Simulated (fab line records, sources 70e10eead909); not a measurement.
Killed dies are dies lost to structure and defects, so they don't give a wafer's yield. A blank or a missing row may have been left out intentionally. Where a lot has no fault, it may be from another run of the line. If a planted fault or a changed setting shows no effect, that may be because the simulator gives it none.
fab line records    flow nandHarc
record lots=6  wafers=18  lastDay=34
route steps=1302 shown A_CONTACT@1077
lots that met no fault: from a run of the same line without faults
startH: hours from the record's first day to the start of the lot's first wafer shown    waitH: hours from the lot's prior step to this one    " unchanged from the row above    L1.1+2: one row covering several wafers at once    - no value, or no start given    * or withheld: withheld    < > ~ a bound
route shown NAME@n: names a module that has steps shown in the file, with the first one's number in the route    usual: mean/standard deviation of fault-free wafers    same: alike in all rows    chamber/n: place in a boat    sites: readings site by site    _std_site: standard deviation across them    _edge_site: the outer-site mean with the inner-site mean subtracted    radiusMm: how far each site lies from the wafer's centre    mask NAME#n: copy n    behind: the most recent tool/chamber to have shaped the wafer    hold: why the lot was held/for how many hours/how that ended    device: the n, p or np transistor that did not switch    end of line: tests of these same wafers at the route's end    a step with no rows: only its recipe    killed: at the first sort, the dies lost to defects and structure; wafer yield is something else    map: a wafer's dies, x killed, . not, _ none there
set.NAME: the setting as run; set.NAME@STEP: as run at that earlier step    model.NAME: the simulator's own value behind a step, which no gauge read
lots at some steps of the route; a table a step, a row a wafer
services: the hour from which a tool's chamber was out of use, counted from the record's first day as startH (under 0 if before that day), plus the number of hours and why
## steps
# step NHARC_A_CONTACT_DEVELOP_07
# recipe developTimeS=35  devTempC=23
# step NHARC_A_CONTACT_CD_MEAS_08
# recipe targetCdNm=200  landingEnergyEv=500
# usual cdNm=199.9/0.48
lot.wafer  tool      chamber  startH  waitH  cdNm
L199.2     cdSem-01  0        532.86  -      199.8
L199.3     "         0        "       "      200.2
L199.6     "         0        "       "      199.9
L200.1     cdSem-01  0        548.92  -      199.3
L200.2     "         0        "       "      199.8
L200.3     "         0        "       "      200.8
L211.1     cdSem-02  0        658.86  -      199.2
L211.4     "         0        "       "      199.8
L211.6     "         0        "       "      200.0
L212.3     cdSem-02  0        681.02  -      200.2
L212.4     "         0        "       "      199.4
L212.6     "         0        "       "      200.0
L216.1     cdSem-02  0        704.29  -      200.7
L216.2     "         0        "       "      200.1
L216.6     "         0        "       "      200.8
L219.1     cdSem-02  0        756.89  -      200.0
L219.2     "         0        "       "      199.2
L219.3     "         0        "       "      199.4
# step NHARC_A_CONTACT_OVL_MEAS_09
# usual overlayXNm=-0.2/0.77  overlayYNm=-0.1/0.79
lot.wafer  tool        chamber  startH  waitH  overlayXNm  overlayYNm
L199.2     overlay-01  -        532.95  -      0.9         -0.3
L199.3     "           -        "       "      0.9         -0.5
L199.6     "           -        "       "      0.2         -0.7
L200.1     overlay-02  -        549.01  -      0.2         -0.7
L200.2     "           -        "       "      0.6         -0.1
L200.3     "           -        "       "      0.7         -0.5
L211.1     overlay-01  -        658.94  -      -1.2        0.7
L211.4     "           -        "       "      -1.3        0.8
L211.6     "           -        "       "      -1.1        0.7
L212.3     overlay-02  -        681.12  -      0.9         -0.3
L212.4     "           -        "       "      0.3         -0.5
L212.6     "           -        "       "      0.4         0.0
L216.1     overlay-01  -        704.38  -      -1.1        -0.1
L216.2     "           -        "       "      -1.7        -0.4
L216.6     "           -        "       "      -0.9        -1.0
L219.1     overlay-02  -        756.98  -      -1.2        -1.0
L219.2     "           -        "       "      -0.8        -1.9
L219.3     "           -        "       "      -1.2        -1.9
# step NHARC_A_CONTACT_INSPECT_10
# usual rawDefectCount=80/35
lot.wafer  tool              chamber  startH  waitH  rawDefectCount
L199.2     defectInspect-02  -        532.98  0.0    64
L199.3     "                 -        "       "      78
L199.6     "                 -        "       "      62
L200.1     defectInspect-01  -        549.05  0.0    110
L200.2     "                 -        "       "      109
L200.3     "                 -        "       "      105
L211.1     defectInspect-02  -        658.98  0.0    164
L211.4     "                 -        "       "      157
L211.6     "                 -        "       "      163
L212.3     defectInspect-01  -        681.15  0.0    72
L212.4     "                 -        "       "      61
L212.6     "                 -        "       "      59
L216.1     defectInspect-02  -        704.42  0.0    85
L216.2     "                 -        "       "      94
L216.6     "                 -        "       "      100
L219.1     defectInspect-01  -        757.01  0.0    76
L219.2     "                 -        "       "      84
L219.3     "                 -        "       "      66
# step NHARC_A_CONTACT_DESCUM_13
# recipe timeS=3  o2FlowSccm=200  arFlowSccm=0  biasPowerW=0  chemistry=O2
# usual drypumpMotorCurrentA=5.7/0.4  oesProductAu=1.003/0.01  rfVppV=57.6/0.87  showerheadPlenumPTorr=1.88/0.036  throttleValvePct=11.311/0.0089
lot.wafer  tool        chamber  startH  waitH  drypumpMotorCurrentA  oesProductAu  rfHoursCounterH  rfVppV  showerheadPlenumPTorr  throttleValvePct
L199.3     rieDiel-03  1        533.04  0.1    5.6                   0.997         13               58.1    1.87                   11.309
L199.2     "           0        "       "      5.4                   1.005         13               57.5    1.90                   11.303
L199.6     "           2        "       "      6.4                   1.021         -                58.6    1.84                   11.319
L200.1     rieDiel-03  1        549.11  0.1    5.6                   0.994         15               58.2    1.86                   11.331
L200.3     "           2        "       "      6.4                   1.004         17               56.9    1.84                   11.301
L200.2     "           0        "       "      5.4                   0.999         16               58.0    1.90                   11.306
L211.4     rieDiel-03  1        659.06  0.1    5.6                   0.998         4                57.8    1.86                   11.295
L211.1     "           2        "       "      6.3                   1.009         3                57.1    1.84                   11.309
L211.6     "           3        "       "      5.3                   0.995         -                57.4    1.89                   11.315
L212.4     rieDiel-03  0        681.21  0.1    5.4                   0.997         8                57.3    1.89                   11.305
L212.3     "           2        "       "      6.3                   1.014         8                57.7    1.84                   11.302
L212.6     "           1        "       "      5.6                   0.990         -                57.7    1.86                   11.312
L216.2     rieDiel-03  3        704.48  0.1    5.3                   1.004         11               57.6    1.89                   11.306
L216.1     "           2        "       "      6.3                   1.020         11               59.9    1.84                   11.309
L216.6     "           1        "       "      5.6                   1.008         -                57.1    1.86                   11.301
L219.2     rieDiel-03  2        757.10  0.1    6.3                   1.010         18               56.9    1.83                   11.321
L219.3     "           3        "       "      5.3                   0.997         24               56.4    1.89                   11.312
L219.1     "           0        "       "      5.4                   0.991         23               58.0    1.88                   11.314
# step NHARC_A_CONTACT_ETCH_88
# recipe targetDepthA=390  overEtchFrac=0.3  timeS=65  ionEnergyEv=80  cf4FlowSccm=150  arFlowSccm=0  rfW=300  biasW=100  chemistry=CF4
# usual drypumpMotorCurrentA=5.7/0.41  oesProductAu=1.003/0.01  rfVppV=150.9/0.84  runLengthS=86.4/0.44  showerheadPlenumPTorr=1.737/0.029  throttleValvePct=13.285/0.0098
lot.wafer  tool        chamber  startH  waitH  drypumpMotorCurrentA  oesProductAu  rfHoursCounterH  rfVppV  runLengthS  showerheadPlenumPTorr  throttleValvePct
L199.3     rieDiel-03  0        533.13  0.1    5.4                   1.015         13               150.5   87.3        1.754                  13.286
L199.2     "           1        "       "      5.6                   1.010         13               152.2   86.7        1.727                  13.292
L199.6     "           3        "       "      5.3                   0.994         -                150.4   85.8        1.758                  13.279
L200.2     rieDiel-03  3        549.19  0.1    5.3                   1.006         16               151.7   86.3        1.757                  13.290
L200.1     "           1        "       "      5.6                   1.012         15               151.0   87.0        1.727                  13.291
L200.3     "           2        "       "      6.3                   1.015         17               151.1   86.0        1.710                  13.283
L211.1     rieDiel-03  3        659.15  0.1    5.3                   0.992         2                151.4   85.8        1.751                  13.275
L211.4     "           2        "       "      6.3                   1.008         3                151.9   86.1        1.705                  13.301
L211.6     "           0        "       "      5.4                   0.980         -                151.7   87.1        1.749                  13.268
L212.3     rieDiel-03  1        681.30  0.1    5.6                   1.004         8                151.6   86.7        1.720                  13.278
L212.4     "           3        "       "      5.3                   0.993         7                150.1   85.7        1.750                  13.300
L212.6     "           1        "       "      5.6                   0.989         -                150.6   86.5        1.720                  13.295
L216.2     rieDiel-03  1        704.58  0.1    5.6                   1.005         13               150.5   86.9        1.719                  13.285
L216.1     "           2        "       "      6.3                   1.013         11               150.4   86.3        1.702                  13.290
L216.6     "           3        "       "      5.3                   0.997         -                152.8   86.1        1.749                  13.274
L219.2     rieDiel-03  3        757.20  0.1    5.3                   0.987         24               152.2   85.9        1.746                  13.281
L219.3     "           0        "       "      5.4                   1.003         23               150.4   86.6        1.743                  13.282
L219.1     "           2        "       "      6.3                   0.998         18               151.1   86.1        1.700                  13.289
# step NHARC_A_CONTACT_ETCH_89
# recipe targetDepthA=2600  overEtchFrac=0.3  timeS=475.3  ionEnergyEv=200  n2FlowSccm=150  h2FlowSccm=150  arFlowSccm=0  rfW=400  biasW=150  chemistry=N2/H2
# step NHARC_A_CONTACT_ETCH_30
# recipe targetDepthA=726  timeS=36.3  cf4FlowSccm=100  chf3FlowSccm=30  arFlowSccm=0  rfW=500  biasW=200  chemistry=CF4/CHF3
# usual drypumpMotorCurrentA=5.7/0.4  oesProductAu=0.933/0.015  rfVppV=369.7/1.3  runLengthS=57.7/0.45  showerheadPlenumPTorr=1.55/0.03  throttleValvePct=16.801/0.0087
lot.wafer  tool        chamber  startH  waitH  drypumpMotorCurrentA  oesProductAu  rfHoursCounterH  rfVppV  runLengthS  showerheadPlenumPTorr  throttleValvePct
L199.3     rieDiel-03  2        -       -      6.3                   0.935         15               367.5   57.3        1.52                   16.792
L199.2     "           0        "       "      5.4                   0.930         14               370.4   58.4        1.56                   16.811
L199.6     "           3        "       "      5.3                   0.925         -                369.8   57.5        1.56                   16.802
L200.1     rieDiel-03  3        -       -      5.3                   0.925         16               369.8   57.4        1.56                   16.809
L200.3     "           1        "       "      5.6                   0.923         15               370.2   57.9        1.54                   16.811
L200.2     "           2        "       "      6.3                   0.930         17               367.7   57.9        1.52                   16.804
L211.1     rieDiel-03  0        -       -      5.4                   0.913         4                371.2   58.2        1.55                   16.791
L211.4     "           1        "       "      5.7                   0.927         4                370.0   58.2        1.53                   16.808
L211.6     "           1        "       "      5.6                   0.923         -                370.2   57.7        1.53                   16.803
L212.3     rieDiel-03  1        -       -      5.6                   0.926         9                368.8   57.8        1.53                   16.801
L212.4     "           3        "       "      5.3                   0.925         7                370.8   57.0        1.56                   16.815
L212.6     "           1        "       "      5.6                   0.924         -                369.0   57.8        1.53                   16.793
L216.1     rieDiel-03  2        -       -      6.3                   0.949         12               368.4   57.7        1.51                   16.795
L216.2     "           1        "       "      5.6                   0.940         13               367.7   58.0        1.53                   16.810
L216.6     "           3        "       "      5.3                   0.933         -                369.6   57.1        1.56                   16.799
L219.1     rieDiel-03  0        -       -      5.4                   0.945         23               369.9   58.0        1.55                   16.801
L219.2     "           2        "       "      6.3                   0.948         18               369.2   57.4        1.51                   16.802
L219.3     "           3        "       "      5.3                   0.934         24               369.0   57.5        1.55                   16.806
# step NHARC_A_CONTACT_ETCH_31
# recipe targetDepthA=28000  overEtchFrac=0.3  timeS=728  ionEnergyEv=150  o2FlowSccm=400  cosFlowSccm=20  arFlowSccm=0  rfW=500  biasW=300  chemistry=O2/COS
# step NHARC_A_CONTACT_ETCH_134
# recipe sourceW=withheld  pressureMtorr=20  biasV=withheld  timeS=140  targetDepthA=7000  arFlowSccm=withheld  c4f8FlowSccm=withheld  o2FlowSccm=withheld  chemistry=C4F8/O2/Ar
# usual runLengthS=141.1/0.43
lot.wafer  tool           chamber  startH  waitH  rfHoursCounterH  runLengthS
L199.2     harCapEtch-03  1        534.19  -      51               140.8
L199.3     "              1        "       "      -                140.8
L199.6     "              0        "       "      -                141.3
L200.1     harCapEtch-01  0        550.24  -      6                141.4
L200.2     "              1        "       "      6                141.6
L200.3     "              0        "       "      -                141.0
L211.1     harCapEtch-01  0        660.40  -      27               141.0
L211.4     "              1        "       "      -                141.7
L211.6     "              1        "       "      -                141.8
L212.3     harCapEtch-01  0        682.40  -      -                140.9
L212.4     "              1        "       "      -                141.3
L212.6     "              1        "       "      -                141.6
L216.1     harCapEtch-03  0        705.83  -      80               141.6
L216.2     "              1        "       "      80               140.7
L216.6     "              0        "       "      -                141.4
L219.2     harCapEtch-01  1        758.59  -      44               141.7
L219.1     "              0        "       "      44               140.5
L219.3     "              0        "       "      -                141.2
# step NHARC_A_CONTACT_ETCH_135
# recipe sourceW=withheld  pressureMtorr=20  biasV=1200  timeS=311  targetDepthA=19120  arFlowSccm=withheld  c4f8FlowSccm=withheld  o2FlowSccm=withheld  chemistry=C4F8/O2/Ar
# step NHARC_A_CONTACT_ETCH_136
# recipe sourceW=withheld  pressureMtorr=20  biasV=1200  timeS=311  targetDepthA=19120  arFlowSccm=withheld  c4f8FlowSccm=withheld  o2FlowSccm=withheld  chemistry=C4F8/O2/Ar
# step NHARC_A_CONTACT_ETCH_137
# recipe sourceW=withheld  pressureMtorr=20  biasV=1200  timeS=311  targetDepthA=19120  arFlowSccm=withheld  c4f8FlowSccm=withheld  o2FlowSccm=withheld  chemistry=C4F8/O2/Ar
# usual runLengthS=311/0
lot.wafer  tool           chamber  startH  waitH  rfHoursCounterH  runLengthS
L199.2     harCapEtch-03  1        534.95  0.2    51               311
L199.3     "              1        "       "      -                311
L199.6     "              0        "       "      -                311
L200.1     harCapEtch-01  0        550.98  0.2    7                311
L200.2     "              1        "       "      7                311
L200.3     "              0        "       "      -                311
L211.1     harCapEtch-01  0        661.41  0.3    27               311
L211.4     "              1        "       "      -                377.47
L211.6     "              1        "       "      -                377.47
L212.3     harCapEtch-01  0        683.18  0.2    -                311
L212.4     "              1        "       "      -                377.47
L212.6     "              1        "       "      -                377.47
L216.1     harCapEtch-03  0        706.58  0.2    81               311
L216.2     "              1        "       "      81               311
L216.6     "              0        "       "      -                311
L219.2     harCapEtch-01  1        759.34  0.2    45               311
L219.1     "              0        "       "      45               311
L219.3     "              0        "       "      -                311
# step NHARC_A_CONTACT_ETCH_138
# recipe sourceW=withheld  pressureMtorr=20  biasV=1200  timeS=311  targetDepthA=19140  arFlowSccm=withheld  c4f8FlowSccm=withheld  o2FlowSccm=withheld  chemistry=C4F8/O2/Ar
# usual runLengthS=311/0
lot.wafer  tool           chamber  startH  waitH  rfHoursCounterH  runLengthS
L199.2     harCapEtch-03  1        535.22  0.2    52               311
L199.3     "              1        "       "      -                311
L199.6     "              0        "       "      -                311
L200.1     harCapEtch-01  0        551.25  0.2    7                311
L200.2     "              1        "       "      7                311
L200.3     "              0        "       "      -                311
L211.1     harCapEtch-01  0        661.78  0.3    28               311
L211.4     "              1        "       "      -                311
L211.6     "              1        "       "      -                311
L212.3     harCapEtch-01  0        683.45  0.2    -                311
L212.4     "              1        "       "      -                311
L212.6     "              1        "       "      -                311
L216.1     harCapEtch-03  0        706.85  0.2    81               311
L216.2     "              1        "       "      81               311
L216.6     "              0        "       "      -                311
L219.2     harCapEtch-01  1        759.61  0.2    45               311
L219.1     "              0        "       "      45               311
L219.3     "              0        "       "      -                311
## services
tool        chamber  startH  hours  kind
rieDiel-03  0        517.02  -      clean
rieDiel-03  1        517.02  -      clean
rieDiel-03  2        517.02  -      clean
rieDiel-03  3        517.02  -      clean
rieDiel-03  0        541.52  -      clean
rieDiel-03  1        541.52  -      clean
rieDiel-03  2        541.52  -      clean
rieDiel-03  3        541.52  -      clean
rieDiel-03  0        566.02  -      clean
rieDiel-03  1        566.02  -      clean
rieDiel-03  2        566.02  -      clean
rieDiel-03  3        566.02  -      clean
rieDiel-03  0        590.59  -      clean
rieDiel-03  1        590.59  -      clean
rieDiel-03  2        590.59  -      clean
rieDiel-03  3        590.59  -      clean
rieDiel-03  2        622.41  1.5    repair
rieDiel-03  -        635.32  9.0    pm
rieDiel-03  -        660.49  0.7    repair
rieDiel-03  0        698.57  9.7    repair
rieDiel-03  2        712.15  28.9   repair
rieDiel-03  3        719.20  1.4    repair
rieDiel-03  1        737.83  9.3    repair
rieDiel-03  1        755.20  4.9    repair
## key
firstSign step=NHARC_A_CONTACT_ETCH_137  reading=runLengthS  direction=up  sigmas=99+  usual=*  struck=*
effect none on later readings
metAt NHARC_A_CONTACT_ETCH_137
struckWafers L211.4,L211.6,L212.4,L212.6
testerLeftOut L211,L212
onsetBetween 550.98 661.41
fault kind=processParameterDrift  tool=harCapEtch-01  chamber=1  onsetH=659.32  steps=NHARC_A_CONTACT_ETCH_137  channel=timeS  offset=*  shape=step  endH=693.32  actsIn=*  stated=*
# testerLeftOut: of these lots the tester's yield and bins aren't shown, on N5 and GAA mostly nor the transistor test; their killed dies are dies lost to structure and defects alone, not to doping, threshold or leakage, so they don't give the yield
